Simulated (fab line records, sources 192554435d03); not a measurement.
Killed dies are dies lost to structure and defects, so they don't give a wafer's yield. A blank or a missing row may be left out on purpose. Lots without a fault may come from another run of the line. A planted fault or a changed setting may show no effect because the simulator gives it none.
fab line records | flow n5_finfet
record lots=9 wafers=27 last_day=19
route steps=1938 shown BEOL_M3@1003 BEOL_M4@1023
lots that met no fault: from a run of the same line without faults
start_h: hours from the record's first day to the start of the lot's first wafer shown | wait_h: hours since the lot's step before | " the same as in the row above | L1.1+2: a row that stands for several wafers | - no value, or no start given | * or withheld: withheld | < > ~ a bound
route shown NAME@n: a module of which the file shows steps, and the number in the route of the first | usual: mean/standard deviation of fault-free wafers | same: alike in all rows | chamber/n: place in a boat | sites: the reading at each site | _std_site: their standard deviation | _edge_site: outer sites' mean less inner sites' | radius_mm: how far each site lies from the wafer's centre | mask NAME#n: copy n | behind: the tool/chamber that last shaped the wafer | hold: why the lot was held/for how many hours/how that ended | device: the transistor (n, p or np) that didn't switch | end of line: the same wafers' tests at the end of the route | a step without rows: its recipe alone | killed: dies lost to structure and defects at the first sort, not the wafer's yield | map: a wafer's dies, x killed, . not, _ none there
set.NAME: the setting as run; set.NAME@STEP: as run at that earlier step | model.NAME: the simulator's own value behind a step, which no gauge read
steps of the route over a sample of lots; a table a step, a row a wafer
services: from which hour (start_h, from the record's first day; less than 0 if before it) a tool's chamber was out of use, for how many hours, and why
## steps
# step N5_BEOL_M3_ANNEAL_89
# recipe temp_c=400 time_s=240 ambient=vacuum
# usual heater_power_w=782/90
# columns lot.wafer tool chamber start_h wait_h heater_power_w
L663.1 pvd_sputter-01 - 200.95 0.0 874
L663.4 " - " " 735
L663.5 " - " " 857
L661.2 pvd_sputter-03 - 202.92 0.0 855
L661.4 " - " " 691
L661.6 " - " " 708
L668.3 pvd_sputter-03 - 237.87 0.0 676
L668.4 " - " " 693
L668.6 " - " " 861
L672.1 pvd_sputter-03 - 262.84 0.0 867
L672.5 " - " " 867
L672.6 " - " " 667
L675.2 pvd_sputter-03 - 276.53 0.0 851
L675.3 " - " " 663
L675.6 " - " " 852
L674.1 pvd_sputter-02 - 289.77 0.0 696
L674.3 " - " " 706
L674.6 " - " " 691
L679.1 pvd_sputter-01 - 302.50 0.0 895
L679.4 " - " " 888
L679.6 " - " " 780
L681.2 pvd_sputter-01 - 309.95 0.0 871
L681.5 " - " " 902
L681.6 " - " " 781
L683.2 pvd_sputter-01 - 320.27 0.0 876
L683.3 " - " " 722
L683.6 " - " " 737
# step N5_BEOL_M3_CO_CAP_55
# recipe material=Co target_thk_a=20 temp_c=200 precursor=CCTBA/H2 pressure_torr=30 time_s=102.1
# usual heater_power_outer_w=119/11 heater_power_w=221/15
# columns lot.wafer tool chamber start_h wait_h heater_power_outer_w heater_power_w
L663.1 cvd_co-02 1 202.86 0.0 132 242
L663.4 " 2 " " 135 230
L663.5 " 1 " " 137 243
L661.2 cvd_co-02 1 205.60 0.0 133 249
L661.4 " 0 " " 106 213
L661.6 " 1 " " 134 248
L668.3 cvd_co-02 2 239.64 0.0 133 233
L668.4 " 0 " " 107 212
L668.6 " 1 " " 134 248
L672.1 cvd_co-02 0 264.51 0.0 109 218
L672.5 " 1 " " 135 239
L672.6 " 2 " " 133 234
L675.2 cvd_co-01 0 278.48 0.0 108 203
L675.3 " 1 " " 115 231
L675.6 " 0 " " 110 208
L674.1 cvd_co-01 2 291.81 0.0 112 203
L674.3 " 0 " " 109 206
L674.6 " 1 " " 118 233
L679.1 cvd_co-01 0 304.22 0.0 108 208
L679.4 " 1 " " 114 230
L679.6 " 0 " " 110 204
L681.2 cvd_co-01 1 311.62 0.0 118 221
L681.5 " 2 " " 112 203
L681.6 " 0 " " 107 199
L683.2 cvd_co-01 1 321.96 0.0 114 223
L683.3 " 0 " " 107 203
L683.6 " 0 " " 111 206
# step N5_BEOL_M3_DEP_57
# recipe material=SiCN target_thk_a=80 temp_c=withheld precursor=3MS/NH3 pressure_torr=3 rf_w=202 time_s=14
# usual showerhead_plenum_p_Torr=3.670/0.017 throttle_valve_pct=9.0/0.5
# columns lot.wafer tool chamber start_h wait_h showerhead_plenum_p_Torr throttle_valve_pct
L663.1 pecvd-02 1 202.98 0.0 3.651 8.4
L663.4 " 0 " " 3.670 9.2
L663.5 " 2 " " 3.689 9.2
L661.2 pecvd-04 1 205.72 0.0 3.640 8.7
L661.4 " 1 " " 3.643 8.5
L661.6 " 0 " " 3.681 9.3
L668.3 pecvd-02 2 239.75 0.0 3.680 9.2
L668.4 " 0 " " 3.669 9.5
L668.6 " 1 " " 3.646 8.6
L672.1 pecvd-01 0 264.62 0.0 3.674 8.7
L672.5 " 2 " " 3.678 8.3
L672.6 " 0 " " 3.672 8.9
L675.2 pecvd-02 2 278.61 0.0 3.671 9.4
L675.3 " 1 " " 3.657 8.6
L675.6 " 2 " " 3.678 9.3
L674.1 pecvd-04 1 291.92 0.0 3.647 8.4
L674.3 " 2 " " 3.672 8.9
L674.6 " 1 " " 3.648 8.8
L679.1 pecvd-02 1 304.34 0.0 3.652 8.4
L679.4 " 0 " " 3.671 9.3
L679.6 " 2 " " 3.676 9.1
L681.2 pecvd-02 0 311.74 0.0 3.673 9.3
L681.5 " 0 " " 3.670 9.3
L681.6 " 2 " " 3.682 9.1
L683.2 pecvd-04 2 322.08 0.0 3.686 9.0
L683.3 " 1 " " 3.644 8.6
L683.6 " 1 " " 3.649 8.8
# step N5_BEOL_M4_PECVD_72
# recipe material=SiO2 target_thk_a=160 temp_c=400 precursor=TEOS/O2 pressure_torr=5.5 rf_w=450 teos_flow_sccm=53.8 gas=O2 flow_sccm=3000 time_s=18
# usual heater_power_outer_w=427/80 heater_power_w=707/95 showerhead_plenum_p_Torr=8.83/0.083 susceptor_temp_C=400.01/0.21 throttle_valve_pct=22.1/1.6
# columns lot.wafer tool chamber start_h wait_h heater_power_outer_w heater_power_w showerhead_plenum_p_Torr susceptor_temp_C throttle_valve_pct
L663.1 pecvd-04 2 203.23 0.0 641 925 8.85 400.47 21.7
L663.4 " 1 " " 433 722 8.69 399.99 21.5
L663.5 " 2 " " 636 925 8.87 400.18 21.7
L661.2 pecvd-04 1 205.95 0.0 297 536 8.70 366.35 21.2
L661.4 " 1 " " 301 548 8.68 366.23 21.7
L661.6 " 0 " " 305 514 8.84 366.30 23.2
L668.3 pecvd-04 2 239.99 0.0 494 749 8.86 365.77 21.8
L668.4 " 2 " " 495 753 8.88 366.04 21.7
L668.6 " 1 " " 323 576 8.67 366.72 21.4
L672.1 pecvd-03 2 264.87 0.0 428 718 8.85 399.92 20.3
L672.5 " 2 " " 430 721 8.83 399.65 20.3
L672.6 " 1 " " 385 658 8.73 400.10 23.2
L675.2 pecvd-01 1 278.86 0.0 344 596 8.96 400.51 25.0
L675.3 " 2 " " 396 651 8.84 399.79 20.2
L675.6 " 0 " " 455 745 8.80 399.93 21.4
L674.1 pecvd-03 2 292.16 0.0 366 624 8.83 399.58 20.3
L674.3 " 1 " " 374 679 8.75 399.72 23.6
L674.6 " 2 " " 363 629 8.85 399.54 20.0
L679.1 pecvd-01 0 304.57 0.0 466 743 8.82 399.94 21.3
L679.4 " 2 " " 415 666 8.85 400.41 20.3
L679.6 " 0 " " 457 750 8.79 399.99 21.5
L681.2 pecvd-04 0 311.97 0.0 395 641 8.85 399.59 23.1
L681.5 " 1 " " 407 695 8.67 400.08 21.3
L681.6 " 0 " " 386 636 8.83 399.99 23.3
L683.2 pecvd-04 0 322.31 0.0 484 756 8.84 399.64 23.2
L683.3 " 2 " " 574 828 8.87 399.98 22.0
L683.6 " 1 " " 452 713 8.66 400.04 21.5
# step N5_BEOL_M4_CMP_52
# recipe stop_on=SiOC t_overpolish_s=6.8 down_force_psi=1 platen_rpm=50 clearing_platen_down_force_psi=1.5 clearing_platen_rpm=50 post_cmp_clean=cu_alkaline target_thk_nm=40 clearing_platen_pad_velocity_m_s=0.99484 pad_velocity_m_s=0.99484
# usual barrier_field_endpoint_s=24.5/0.58 clearing_platen_rpm=50.004/0.025 motor_current_A=6.2/0.55 pad_life_wafers=1000/490 platen_rpm=50.00/0.034 slurry_flow_ml_min=150.0/0.47
# columns lot.wafer tool chamber start_h wait_h barrier_field_endpoint_s clearing_platen_rpm motor_current_A pad_life_wafers platen_rpm slurry_flow_ml_min
L663.4 cmp-03 3 238.56 0.2 25.3 49.978 5.6 1333 49.99 149.6
L663.1 " 0 " " 25.1 49.968 5.7 1334 49.94 149.9
L663.5 " 2 " " 24.8 49.990 5.4 - 49.95 149.6
L661.4 cmp-03 2 241.62 0.1 28.9 49.995 5.3 1362 50.01 150.1
L661.2 " 3 " " 27.6 49.974 5.7 1363 50.03 150.9
L661.6 " 3 " " 28.3 50.015 6.0 - 50.05 150.4
L668.3 cmp-02 0 272.33 0.2 28.7 50.040 5.7 288 49.97 150.0
L668.4 " 2 " " 28.8 50.028 6.8 290 49.99 150.1
L668.6 " 0 " " 28.6 50.022 5.8 - 50.00 149.4
L672.1 cmp-02 0 306.79 0.3 24.1 49.975 5.8 559 49.98 149.9
L672.6 " 3 " " 24.3 50.029 7.1 - 49.98 149.8
L672.5 " 0 " " 24.6 50.010 5.7 - 50.00 149.9
L675.3 cmp-03 1 313.10 0.2 24.2 49.960 6.1 1854 50.00 150.0
L675.2 " 3 " " 24.2 49.967 5.5 1856 50.01 149.3
L675.6 " 1 " " 24.7 49.987 5.7 - 49.96 150.0
L674.3 cmp-04 1 317.14 0.2 23.9 50.000 6.1 1394 50.01 150.9
L674.1 " 2 " " 24.3 50.035 6.7 1395 50.02 150.3
L674.6 " 3 " " 24.7 50.065 6.2 - 50.04 150.0
L679.1 cmp-04 1 335.16 0.6 24.7 50.025 6.5 1554 50.01 150.2
L679.4 " 0 " " 24.6 49.980 5.6 1557 50.00 149.9
L679.6 " 2 " " 25.5 50.016 6.8 - 50.01 149.5
L681.2 cmp-02 3 343.62 0.5 24.3 49.992 7.5 819 50.03 149.5
L681.5 " 0 " " 24.6 49.955 5.7 - 49.99 150.2
L681.6 " 1 " " 24.7 50.043 6.5 - 50.04 150.2
L683.2 cmp-04 0 348.75 0.2 25.1 50.006 5.6 1674 50.02 150.2
L683.3 " 1 " " 23.7 49.985 6.5 1675 50.01 150.1
L683.6 " 1 " " 23.8 50.005 6.0 - 49.96 150.2
# step N5_BEOL_M4_RC_MEAS_101
# usual DIBL_N=35.8/1.7 DIBL_P=35.3/2 IOFF_N=0.150/0.026 IOFF_P=0.194/0.029 ION_N=667/11 ION_P=456/7.1 SS_N=71.4/0.65 SS_P=73.1/0.64 VT_N=251/3 VT_P=-252/3.2
# columns lot.wafer tool chamber start_h wait_h DIBL_N[mV/V] DIBL_P[mV/V] IOFF_N[nA/um] IOFF_P[nA/um] ION_N[uA/um] ION_P[uA/um] SS_N[mV/dec] SS_P[mV/dec] VT_N[mV] VT_P[mV]
L663.1 prober-02 0 239.13 0.0 36.3 39.2 0.181 0.208 679 459 71.7 73.6 248 -252
L663.4 " 0 " " 35.5 38.0 0.148 0.189 659 453 72.0 73.9 249 -253
L663.5 " 0 " " 35.1 37.0 0.158 0.186 675 458 71.8 72.7 252 -253
L661.2 prober-01 0 242.50 0.2 37.5 35.6 0.165 0.191 659 444 72.8 73.9 253 -255
L661.4 " 0 " " 38.0 37.8 0.195 0.236 665 447 72.9 74.3 246 -248
L661.6 " 0 " " 35.9 35.0 0.141 0.187 644 442 72.0 72.9 253 -253
L668.3 prober-01 0 273.25 0.3 36.8 35.8 0.160 0.220 670 466 71.6 73.3 251 -246
L668.4 " 0 " " 36.0 34.6 0.148 0.216 672 463 71.1 73.3 250 -245
L668.6 " 0 " " 36.3 36.0 0.154 0.232 666 463 71.7 73.3 250 -246
L672.1 prober-02 0 307.71 0.4 36.6 34.3 0.161 0.192 668 456 72.1 74.2 251 -252
L672.5 " 0 " " 35.7 35.7 0.151 0.210 677 458 72.2 73.4 249 -251
L672.6 " 0 " " 35.0 32.6 0.134 0.162 659 449 71.6 72.8 253 -255
L675.2 prober-02 0 313.86 0.2 36.2 37.5 0.165 0.234 667 458 71.4 74.2 244 -247
L675.3 " 0 " " 37.0 36.5 0.162 0.206 678 464 71.6 73.9 249 -249
L675.6 " 0 " " 35.2 35.8 0.137 0.201 659 459 71.2 73.3 250 -250
L674.1 prober-01 0 317.67 0.0 38.3 35.3 0.186 0.213 669 456 72.2 73.8 247 -252
L674.3 " 0 " " 36.9 34.6 0.161 0.204 677 466 71.9 73.9 249 -251
L674.6 " 0 " " 37.8 34.8 0.171 0.199 688 464 72.1 73.1 248 -250
L679.1 prober-01 0 335.82 0.0 36.1 35.1 0.165 0.231 666 467 71.9 72.7 245 -246
L679.4 " 0 " " 38.2 36.6 0.209 0.262 691 470 71.8 73.3 243 -244
L679.6 " 0 " " 34.3 31.9 0.121 0.186 652 458 70.9 72.6 251 -251
L681.2 prober-01 0 344.32 0.2 34.3 34.8 0.117 0.170 668 463 70.9 73.4 255 -253
L681.5 " 0 " " 36.6 37.6 0.153 0.217 666 458 71.9 73.2 253 -251
L681.6 " 0 " " 34.5 35.9 0.129 0.184 674 463 71.3 73.1 252 -253
L683.2 prober-02 0 349.58 0.2 36.4 37.8 0.167 0.192 676 457 71.4 73.8 247 -252
L683.3 " 0 " " 32.1 30.6 0.103 0.114 649 443 70.6 71.6 255 -260
L683.6 " 0 " " 38.1 38.0 0.195 0.186 674 452 72.7 73.5 247 -255
## services
# columns tool chamber start_h hours kind
pecvd-03 - 179.32 2.1 repair
cmp-03 - 193.45 7.5 pm
pecvd-01 - 195.97 1.0 repair
cmp-04 - 210.22 3.0 repair
cmp-03 - 212.44 7.1 pm
cvd_co-02 - 217.85 0.5 repair
cmp-02 - 220.30 7.3 pm
cmp-04 - 222.11 5.8 pm
pecvd-01 - 227.82 5.1 repair
cmp-02 - 231.15 6.5 repair
cmp-02 - 238.36 4.0 pm
cmp-03 - 246.75 0.9 repair
cmp-04 - 254.38 2.5 repair
cmp-03 - 265.61 2.3 repair
cmp-03 - 273.08 2.2 repair
pecvd-01 - 284.69 6.0 pm
pecvd-02 - 308.73 1.0 repair
cvd_co-02 - 311.30 0.4 repair
cmp-02 - 331.91 3.7 repair
cmp-03 - 331.94 1.0 repair
cmp-03 - 334.66 2.1 repair
cmp-03 - 337.78 1.4 repair
cmp-04 - 340.38 1.5 repair
cmp-03 - 342.91 4.0 pm
## key
first_sign step=N5_BEOL_M4_PECVD_72 reading=susceptor_temp_C direction=down sigmas=99+ usual=* struck=*
effect step=N5_BEOL_M4_CMP_52 reading=barrier_field_endpoint_s direction=up sigmas=6.8 usual=24.5 struck=28.5
met_at N5_BEOL_M4_PECVD_72
struck_lots L661,L668
not_acting_at N5_BEOL_M3_ANNEAL_89,N5_BEOL_M3_CO_CAP_55,N5_BEOL_M3_DEP_57
onset_between 203.23 205.95
fault kind=process_parameter_drift tool=pecvd-04 chamber=- onset_h=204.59 steps=N5_BEOL_M4_PECVD_72 channel=temp_c offset=* shape=step end_h=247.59 acts_in=* stated=*
